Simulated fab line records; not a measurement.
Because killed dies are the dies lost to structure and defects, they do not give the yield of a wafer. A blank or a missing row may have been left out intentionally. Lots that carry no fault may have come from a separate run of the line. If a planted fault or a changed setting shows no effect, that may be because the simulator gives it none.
What tool caused it?    flow n5_finfet    8 lots, 24 wafers sampled, at 7 steps of a route of 1938

== WHAT THE GAUGES READ, wafer by wafer ==
N5_BEOL_M3_THK_MEAS_53: measures by xrf. Usual: M3_THK gives 40.1 nm (standard deviation 2.1).
lot   measured      on             M3_THK (nm)     flag
L227  day 7 16:53   film_metro-01  40.5 39.6 39.8  
L225  day 7 18:43   film_metro-01  39.1 38.4 38.2  
L226  day 7 22:01   film_metro-02  38.9 39.1 40.9  
L231  day 9 03:28   film_metro-01  35.5 38.1 37.9  
L239  day 10 23:10  film_metro-01  38.8 42.4 40.8  
L240  day 11 04:54  film_metro-02  39.5 40.1 36.6  
L241  day 11 05:10  film_metro-01  37.2 41.9 45.5  
L243  day 12 11:10  film_metro-01  43.6 43.7 41.9  

N5_BEOL_M4_CD_MEAS_11: the cd target is 16.79 nm. Usual: 16.7 nm for cd_nm, sd 0.32.
lot   measured      on         cd_nm (nm)      flag
L227  day 7 18:29   cd_sem-01  17.2 17.4 17.4  
L225  day 7 19:53   cd_sem-02  16.9 17.1 16.9  
L226  day 8 01:04   cd_sem-03  16.4 16.5 16.8  
L231  day 9 05:08   cd_sem-02  16.9 16.9 16.7  
L239  day 11 01:53  cd_sem-02  15.4 15.4 15.5  OFF
L240  day 11 06:05  cd_sem-02  15.3 15.2 15.4  OFF
L241  day 11 06:59  cd_sem-02  17.1 16.8 17.3  
L243  day 12 12:16  cd_sem-03  16.6 16.1 16.9  

N5_BEOL_M4_CD_MEAS_18: pitch 36 nm, target cd 18 nm. Usual: 17.8 nm for cd_nm, sd 0.43.
lot   measured      on         cd_nm (nm)      flag
L227  day 7 19:13   cd_sem-02  17.5 18.0 17.7  
L225  day 7 20:32   cd_sem-01  18.0 17.7 18.1  
L226  day 8 01:56   cd_sem-01  18.0 17.7 17.2  
L231  day 9 06:03   cd_sem-01  17.7 18.5 17.8  
L239  day 11 02:26  cd_sem-01  16.7 16.9 16.7  
L240  day 11 06:51  cd_sem-01  16.3 16.4 15.8  OFF
L241  day 11 07:41  cd_sem-03  18.0 18.5 17.7  
L243  day 12 12:49  cd_sem-02  17.6 18.0 18.1  

N5_BEOL_M4_RC_MEAS_101. Usual: DIBL_N 36.8 mV/V, standard deviation 2.2; DIBL_P 37.0 mV/V, standard deviation 2.8; IOFF_N 0.18 nA/um, standard deviation 0.043; IOFF_P 0.23 nA/um, standard deviation 0.05; ION_N 680 uA/um, standard deviation 14; ION_P 466 uA/um, standard deviation 9.1; SS_N 71.7 mV/dec, standard deviation 0.74; SS_P 73.5 mV/dec, standard deviation 0.79; VT_N 248 mV, standard deviation 4; VT_P -249 mV, standard deviation 4.1.
lot   measured      on         DIBL_N (mV/V)   DIBL_P (mV/V)   IOFF_N (nA/um)  IOFF_P (nA/um)  ION_N (uA/um)  ION_P (uA/um)  SS_N (mV/dec)   SS_P (mV/dec)   VT_N (mV)    VT_P (mV)       flag
L227  day 8 01:04   prober-01  39.6 35.4 37.8  41.3 36.2 39.6  0.29 0.17 0.23  0.36 0.22 0.32  715 691 696    484 470 480    72.7 71.5 72.1  74.8 73.3 74.0  238 247 243  -241 -246 -242  
L225  day 8 09:23   prober-01  34.7 33.8 37.8  35.3 35.0 38.8  0.13 0.13 0.20  0.19 0.19 0.25  665 687 689    459 467 467    71.2 71.0 71.7  73.2 73.7 74.1  251 249 246  -253 -251 -249  
L226  day 8 09:34   prober-02  37.8 34.9 38.9  36.7 33.9 38.6  0.16 0.13 0.19  0.19 0.17 0.23  666 677 688    450 462 463    71.9 69.7 71.8  73.9 73.0 73.7  249 252 248  -254 -255 -251  
L231  day 9 13:09   prober-02  38.0 39.4 34.8  36.7 38.2 32.6  0.21 0.22 0.13  0.23 0.24 0.16  690 699 684    468 469 462    71.7 72.1 71.1  73.6 74.7 72.6  246 249 253  -250 -248 -253  
L241  day 11 15:13  prober-02  38.0 38.0 34.9  35.6 37.6 31.6  0.16 0.18 0.12  0.18 0.21 0.13  675 678 662    453 454 448    71.6 72.3 71.6  73.2 73.6 72.1  249 249 254  -254 -251 -256  
L243  day 12 20:48  prober-02  34.6 30.4 39.2  34.2 29.0 40.9  0.13 0.08 0.25  0.19 0.12 0.31  664 636 695    457 441 474    70.7 69.9 71.6  73.0 71.5 74.1  252 259 242  -251 -257 -244  

== WHICH TOOL RAN EACH LOT (tool, then ch and the chambers of the sampled wafers, then the start) ==
lot   N5_BEOL_M4_EXPOSE_08               N5_BEOL_M4_DESCUM_16                N5_BEOL_M4_ETCH_74
L227  euv_scanner-02 ch 0, day 7 18:22   rie_diel-05 ch 0,1,3, day 7 18:37   rie_diel-05 ch 0,1,3, day 7 18:40
L225  euv_scanner-01 ch 0, day 7 19:46   rie_diel-04 ch 0,1,3, day 7 20:01   rie_diel-04 ch 0,1,3, day 7 20:02
L226  euv_scanner-02 ch 0, day 8 00:56   rie_diel-04 ch 0,1, day 8 01:28     rie_diel-04 ch 0,1, day 8 01:30
L231  euv_scanner-01 ch 0, day 9 05:01   rie_diel-04 ch 0,1,3, day 9 05:37   rie_diel-04 ch 0,1,3, day 9 05:39
L239  euv_scanner-02 ch 0, day 11 01:45  rie_diel-05 ch 1,2, day 11 02:00    rie_diel-05 ch 1,2, day 11 02:02
L240  euv_scanner-02 ch 0, day 11 05:59  rie_diel-04 ch 0,3, day 11 06:13    rie_diel-04 ch 0,3, day 11 06:14
L241  euv_scanner-01 ch 0, day 11 06:51  rie_diel-04 ch 0,1,3, day 11 07:15  rie_diel-04 ch 0,1,3, day 11 07:17
L243  euv_scanner-01 ch 0, day 12 12:08  rie_diel-05 ch 0,1,2, day 12 12:23  rie_diel-05 ch 0,1,2, day 12 12:25
- N5_BEOL_M4_EXPOSE_08: exposes mask M4.
- N5_BEOL_M4_DESCUM_16: chemistry O2, time 7 s.
- N5_BEOL_M4_ETCH_74: etches underlayer in N2/H2, target depth 6.5 nm, time 5.2 s.

== WHAT THE TOOLS THEMSELVES READ (means of the sampled wafers that have a number; where no wafer has one, the mark that the record gives instead) ==
N5_BEOL_M4_EXPOSE_08. Usual: 41.16 for exposure_dose_mJ_cm2, sd 0.068.
lot   tool            exposure_dose_mJ_cm2  flag
L227  euv_scanner-02  41.13                 
L225  euv_scanner-01  41.21                 
L226  euv_scanner-02  41.12                 
L231  euv_scanner-01  41.23                 
L239  euv_scanner-02  38.40                 OFF
L240  euv_scanner-02  38.92                 OFF
L241  euv_scanner-01  41.26                 
L243  euv_scanner-01  41.21                 

N5_BEOL_M4_DESCUM_16. Usual: for bias_power_w, 20.00 W with a standard deviation of 0.057; for chamber_pressure_mTorr, 20.000 mTorr with a standard deviation of 0.018; for drypump_motor_current_A, 5.6 A with a standard deviation of 0.61; for oes_product_au, 0.80 a.u. with a standard deviation of 0.094; for rf_vpp_V, 243.6 V with a standard deviation of 1.3; for showerhead_plenum_p_Torr, 2.12 Torr with a standard deviation of 0.08; for throttle_valve_pct, 20.46 % with a standard deviation of 0.25.
lot   tool         bias_power_w (W)  chamber_pressure_mTorr (mTorr)  drypump_motor_current_A (A)  oes_product_au (a.u.)  rf_vpp_V (V)  showerhead_plenum_p_Torr (Torr)  throttle_valve_pct (%)  flag
L227  rie_diel-05  19.97             20.008                          5.5                          0.78                   242.0         2.03                             20.57                   
L225  rie_diel-04  20.00             19.998                          6.3                          0.73                   243.3         2.11                             20.70                   
L226  rie_diel-04  20.05             19.999                          6.4                          0.72                   245.2         2.16                             20.58                   
L231  rie_diel-04  19.98             19.979                          6.3                          0.72                   244.4         2.11                             20.72                   
L239  rie_diel-05  20.01             20.005                          5.3                          0.87                   244.0         2.15                             20.24                   
L240  rie_diel-04  20.03             20.007                          6.4                          0.74                   243.3         2.05                             20.56                   
L241  rie_diel-04  19.98             20.007                          6.3                          0.81                   242.8         2.10                             20.58                   
L243  rie_diel-05  19.95             19.996                          5.1                          0.88                   244.5         2.19                             20.37                   

N5_BEOL_M4_ETCH_74. Usual: for chamber_pressure_mTorr, 30.00 mTorr with a standard deviation of 0.043; for drypump_motor_current_A, 5.6 A with a standard deviation of 0.61; for etch_rf_on_time_s, 5.13 s with a standard deviation of 0.16; for oes_product_au, 0.69 a.u. with a standard deviation of 0.083; for rf_vpp_V, 524.9 V with a standard deviation of 2.8; for showerhead_plenum_p_Torr, 2.58 Torr with a standard deviation of 0.09; for throttle_valve_pct, 17.91 % with a standard deviation of 0.23.
lot   tool         chamber_pressure_mTorr (mTorr)  drypump_motor_current_A (A)  etch_rf_on_time_s (s)  oes_product_au (a.u.)  rf_vpp_V (V)  showerhead_plenum_p_Torr (Torr)  throttle_valve_pct (%)  flag
L227  rie_diel-05  30.00                           5.5                          4.98                   0.67                   521.7         2.48                             18.05                   
L225  rie_diel-04  30.00                           6.3                          5.14                   0.64                   525.0         2.57                             18.13                   
L226  rie_diel-04  30.00                           6.4                          5.10                   0.62                   526.3         2.63                             18.08                   
L231  rie_diel-04  29.97                           6.2                          5.09                   0.62                   524.9         2.56                             18.16                   
L239  rie_diel-05  29.98                           5.3                          5.18                   0.73                   526.4         2.62                             17.64                   
L240  rie_diel-04  30.02                           6.4                          5.17                   0.64                   521.9         2.50                             18.13                   
L241  rie_diel-04  30.06                           6.3                          5.16                   0.69                   523.7         2.55                             18.04                   
L243  rie_diel-05  29.98                           5.1                          4.92                   0.76                   524.4         2.66                             17.78                   

== THE ANSWER, worked out from the rows above alone ==
Rule: a lot counts as off when the mean over its wafers that have a number is more than 3 standard deviations away from the usual mean. A lot without any number at a reading at which 4 lots or more have one is off too. Where the step has rows for the other lots, those lots are counted as sound. After the gauges, taken in route order, come the tools' own readings; for these a lot's mean is taken, as printed above. The first step at which some lot is off is used, and at that step the reading that is off furthest; a lot without a number counts as furthest.
Off at N5_BEOL_M4_CD_MEAS_11 (cd_nm): L239, L240.
If a tool, at a process step before that reading, ran all the lots that are off and no sound lot after the first of them, it fits. The gauges at N5_BEOL_M4_CD_MEAS_11 aren't tried: what is off there is off at N5_BEOL_M4_EXPOSE_08 too, on other tools, and a gauge's error can't cause that. One fits: euv_scanner-02 at N5_BEOL_M4_EXPOSE_08. A fault onset in the window from L226 (day 8 00:56, its last sound lot) to L239 (day 11 01:45, its first lot off) fits.
The tool's own readings at N5_BEOL_M4_EXPOSE_08 bear it out: on the lots that are off they differ by more than 5 times the standard deviation of the sound lots' means. exposure_dose_mJ_cm2 reads 38.66 there against 41.19 on the sound lots.

== WHAT HAD BEEN PUT IN BY THE SIMULATOR ==
Process parameters drifting: euv_scanner-02 at N5_BEOL_M4_EXPOSE_08, beginning at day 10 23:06. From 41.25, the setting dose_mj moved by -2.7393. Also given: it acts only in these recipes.
Struck lots among those shown: L239, L240. The rule above reached the same finding.
